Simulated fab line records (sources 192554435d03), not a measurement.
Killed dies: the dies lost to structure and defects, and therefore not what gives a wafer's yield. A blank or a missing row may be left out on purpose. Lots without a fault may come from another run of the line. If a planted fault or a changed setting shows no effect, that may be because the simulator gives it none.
A lot that was struck, set against a sound lot + flow n5 finfet + 16 steps out of a route of 1938
Sound: these wafers, L536.3, L536.4, L536.6. Struck: wafer L551.3; the same lot's L551.2 was not struck, so it is left out; see the end for the cause.
Each step with rows lists, per side, the tool, then ch with its chambers, then its first start. Under that, the readings that differ: sound wafers + struck wafers + difference of the means + sigmas: that difference in standard deviations of wafers without a fault.
alike: readings with means less than 2 such deviations apart, plus words and numbers identical on both sides. not compared: withheld readings, readings lacking a value on some wafer, bounds such as >300 that could conceal the same value, and numbers that have no deviation in the record and whose values overlap.
A row with sigmas, a row that says differs or no value, or rows on one side alone: a step with any of these is where the two part. When numbers do not overlap yet have no deviation, they are printed without sigmas and do not part them. A reading that every wafer of one side lacks parts them only if that side has two wafers or more.

N5_BEOL_M4_ETCH_41: etches SiCN in CH3F/O2, target depth 29.9 nm, time 52.5 s.
  sound: rie diel-01 ch 0,2,3; struck: rie diel-01 ch 1
  alike: drypump motor current A, oes product au, rf vpp V, showerhead plenum p Torr, throttle valve pct
  not compared: rf hours counter h
N5_BEOL_M4_STRIP_97: strips in N2/H2, time 10 s.
  sound: rie diel-01 ch 0,2,3; struck: rie diel-01 ch 1
  alike: drypump motor current A, h2 flow sccm, oes product au, rf vpp V, showerhead plenum p Torr, throttle valve pct
  not compared: rf hours counter h
N5_BEOL_M4_OCD_MEAS_38:
  sound on ocd-01, day 9 02:37; struck on ocd-01, day 12 12:46
| reading              | sound          | struck | difference | sigmas |
|----------------------|----------------|--------|------------|--------|
| trench depth nm (nm) | 56.4 54.1 54.9 | 57.4   | +2.3       | +2     |
then, 4 steps without rows for these wafers: N5_BEOL_M4_HM_STRIP_39 (strips TiN in peroxide tin strip, target depth 25 nm, time 158 s); N5_BEOL_M4_SRD_40 (time 30 s); N5_BEOL_M4_PRECLEAN_42 (cleans in residue remover, time 60 s); N5_BEOL_M4_SRD_43 (time 30 s).
N5_BEOL_M4_CD_MEAS_35: target cd 18 nm, target cd y 22.4 nm.
  sound on cd sem-03, day 9 02:47; struck on cd sem-02, day 12 12:55
  alike: cd nm
N5_BEOL_M4_DEGAS_44: time 60 s.
  sound on pvd sputter-02, day 9 03:01; struck on pvd sputter-01, day 12 13:17
  alike: heater power w, susceptor temp C
N5_BEOL_M4_PRE_CLEAN_45: time 30 s.
  sound on pvd sputter-02, day 9 03:03; struck on pvd sputter-01, day 12 13:20
| reading              | sound                | struck | difference | sigmas |
|----------------------|----------------------|--------|------------|--------|
| susceptor temp C (C) | 249.79 249.70 250.03 | 250.23 | +0.39      | +2     |
  alike: heater power w
then, 1 step without rows for these wafers: N5_BEOL_M4_ALD_84 (deposits TaN, pulse time 2 s, purge time 3 s, co reactant purge time 2 s).
N5_BEOL_M4_SURFACE_TREAT_85:
  sound on pvd sputter-03, day 9 05:03; struck on pvd sputter-03, day 12 13:50
  not compared: throttle valve pct
N5_BEOL_M4_CVD_47: deposits Co from CCTBA/H2, target thk 3 nm, time 223.8 s.
  sound on cvd co-02 ch 0,2, day 9 05:20; struck on cvd co-01 ch 2, day 12 13:58
| reading          | sound             | struck | difference | sigmas |
|------------------|-------------------|--------|------------|--------|
| run length s (s) | 247.3 247.9 247.2 | 187.4  | -60.1      | -86    |
  not compared: since wet clean h
then, 1 step without rows for these wafers: N5_BEOL_M4_SPUTTER_48 (material Cu, target thk 4.5 nm, time 8.29 s).
N5_BEOL_M4_RC_MEAS_101:
  sound on prober-02 ch 0, day 9 09:29; struck on prober-02 ch 0, day 12 17:16
  alike: DIBL_N, DIBL_P, IOFF_N, IOFF_P, ION_N, ION_P, SS_N, SS_P, VT_N, VT_P
-- here the record skips 5 days between the struck wafers' starts before and after, leaving off in module BEOL_M4 and picking up in module PASSIVATION (first step shown: number 1936 of the route) --
N5_PASSIVATION_PROBE_49:
  rows exist in the record for the struck wafers here (prober-01, day 17 09:56), but not for the sound ones

## WHERE THEY PART
First at N5_BEOL_M4_OCD_MEAS_38; last, within this record, at N5_PASSIVATION_PROBE_49.

WHY: what had been put in by the simulator
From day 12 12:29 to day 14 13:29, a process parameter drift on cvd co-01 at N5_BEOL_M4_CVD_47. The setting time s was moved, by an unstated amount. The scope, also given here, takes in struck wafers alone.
